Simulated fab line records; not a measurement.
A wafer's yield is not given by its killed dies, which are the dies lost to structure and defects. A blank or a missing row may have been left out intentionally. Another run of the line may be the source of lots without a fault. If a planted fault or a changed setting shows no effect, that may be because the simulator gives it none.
Split-lot experiment | flow n5Finfet | 7 lots, 39 wafers read, on a route of 1938 steps

## ON THE SPLIT
At N5_BEOL_M8_ILD_DEP_00 (deposits SiCOH lowk from DEMS/porogen, target thk 179.75 nm, time 33.4 s), the setting timeS was moved away from the recipe's 33.4 s on 15 of the 39 wafers read, by -55.7% to +56.7%. The other wafers ran this setting at the recipe's value.

## FROM THE SPLIT TO THE READING: what the file shows between them, 1 step
- N5_BEOL_M8_CURE_74: cures SiCOH lowk, time 240 s

## THE READING
M8_ILD_THK at N5_BEOL_M8_THK_MEAS_01, in nm. Fault-free wafers of this fab line usually give 155.1 nm, standard deviation 2.2 nm.

wafer  | tool, chamber at the split | timeS as run, s | against the recipe | M8_ILD_THK, nm | against lot-mates on the recipe
L075.1 | pecvd-03, 0                | 33.4            | recipe             | 153.0          | -
L075.2 | pecvd-03, 1                | 52.34           | +56.7%             | 239.8          | +85.2
L075.3 | pecvd-03, 2                | 33.4            | recipe             | 153.9          | -
L075.4 | pecvd-03, 2                | 52.34           | +56.7%             | 245.2          | +90.6
L075.5 | pecvd-03, 1                | 52.34           | +56.7%             | 243.6          | +89.0
L075.6 | pecvd-03, 0                | 33.4            | recipe             | 157.0          | -
L079.1 | pecvd-04, 2                | 33.4            | recipe             | 154.2          | -
L079.2 | pecvd-04, 0                | 33.4            | recipe             | 154.9          | -
L079.3 | pecvd-04, 1                | 42.82           | +28.2%             | 193.7          | +38.7
L079.4 | pecvd-04, 2                | 33.4            | recipe             | 156.0          | -
L079.5 | pecvd-04, 0                | 42.82           | +28.2%             | 197.4          | +42.4
L079.6 | pecvd-04, 1                | 42.82           | +28.2%             | 198.4          | +43.4
L089.1 | pecvd-03, 1                | 14.81           | -55.7%             | 67.9           | -83.9
L089.2 | pecvd-03, 2                | 33.4            | recipe             | 149.9          | -
L089.3 | pecvd-03, 2                | 14.81           | -55.7%             | 66.4           | -85.4
L089.4 | pecvd-03, 1                | 33.4            | recipe             | 152.4          | -
L089.5 | pecvd-03, 1                | 14.81           | -55.7%             | 68.3           | -83.5
L089.6 | pecvd-03, 2                | 33.4            | recipe             | 153.0          | -
L088.1 | pecvd-03, 2                | 33.4            | recipe             | 149.9          | -
L088.2 | pecvd-03, 0                | 16.3            | -51.2%             | 77.2           | -75.3
L088.3 | pecvd-03, 1                | 16.3            | -51.2%             | 75.9           | -76.6
L088.4 | pecvd-03, 0                | 33.4            | recipe             | 155.5          | -
L088.5 | pecvd-03, 2                | 33.4            | recipe             | 152.1          | -
L088.6 | pecvd-03, 1                | 16.3            | -51.2%             | 74.7           | -77.8
L091.1 | pecvd-04, 0                | 33.4            | recipe             | 153.4          | -
L091.4 | pecvd-04, 1                | 33.4            | recipe             | 156.9          | -
L091.6 | pecvd-04, 2                | 33.4            | recipe             | 157.3          | -
L094.1 | pecvd-01, 1                | 33.4            | recipe             | 153.3          | -
L094.2 | pecvd-01, 2                | 33.4            | recipe             | 156.6          | -
L094.3 | pecvd-01, 0                | 33.4            | recipe             | 153.0          | -
L094.4 | pecvd-01, 2                | 33.4            | recipe             | 158.4          | -
L094.5 | pecvd-01, 1                | 33.4            | recipe             | 156.2          | -
L094.6 | pecvd-01, 0                | 33.4            | recipe             | 155.9          | -
L095.1 | pecvd-04, 2                | 33.4            | recipe             | 155.9          | -
L095.2 | pecvd-04, 0                | 33.4            | recipe             | 153.5          | -
L095.3 | pecvd-04, 1                | 33.4            | recipe             | 155.3          | -
L095.4 | pecvd-04, 1                | 23.31           | -30.2%             | 111.1          | -43.8
L095.5 | pecvd-04, 0                | 23.31           | -30.2%             | 112.4          | -42.5
L095.6 | pecvd-04, 2                | 23.31           | -30.2%             | 115.0          | -39.9

THE FIT
A straight line over all 39 wafers: M8_ILD_THK changes by +1.53 nm for each +1% of timeS; r = +1.00; the points scatter about the line by 2.5 nm.
The same after taking each lot's own level away (the mean of its wafers on the recipe; 39 wafers): +1.51 nm for each +1%; r = +1.00; scatter 2.1 nm.
Per that fit: largest timeS move, reading shift of 86 nm.
Across the lots, their own levels run from 151.77 to 155.87 nm, a range of 1.9 times the standard deviation given above.
Consequently the slope shifts little with the lot-to-lot level, the two slopes agreeing.
Check: for one of the wafers moved furthest among these (+56.7%), held out of the fit, the line's prediction against its lot-mates is +86.2 nm. Against them it came out at +85.2 nm.

## OTHER SPLITS APPLIED TO THESE WAFERS
Before the reading, these wafers also passed through other splits. Each is held against what the fit with the lots' levels taken away leaves over:
other split on the same wafers | wafers away from the commonest value | r with M8_ILD_THK (lot level and that fit taken away)
N5_BEOL_M3_ETCH_64 timeS       | 15                                   | +0.18
N5_BEOL_M6_ILD_DEP_00 timeS    | 15                                   | +0.33

## THE WHOLE CHAIN: every reading that the file lists as answering this split, in the file's order
step                   | what it does                                                             | reading                                                                                 | change (the file's fit)              | r (the file's)
N5_BEOL_M8_ILD_DEP_00  | deposits SiCOH lowk from DEMS/porogen, target thk 179.75 nm, time 33.4 s | SiCOH_lowk_of_BEOL_M8_ILD_DEP_00.thkNm (the simulator's own value, which no gauge read) | +1.73 nm for each +1% of the setting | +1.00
N5_BEOL_M8_CURE_74     | cures SiCOH lowk, time 240 s                                             | SiCOH_lowk_of_BEOL_M8_ILD_DEP_00.thkNm (the simulator's own value, which no gauge read) | +1.51 nm for each +1% of the setting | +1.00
N5_BEOL_M8_THK_MEAS_01 |                                                                          | M8_ILD_THK                                                                              | +1.51 for each +1% of the setting    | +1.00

## FILE'S OWN FIT
M8_ILD_THK changes by +1.51 nm for each +1% of timeS, r = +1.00.
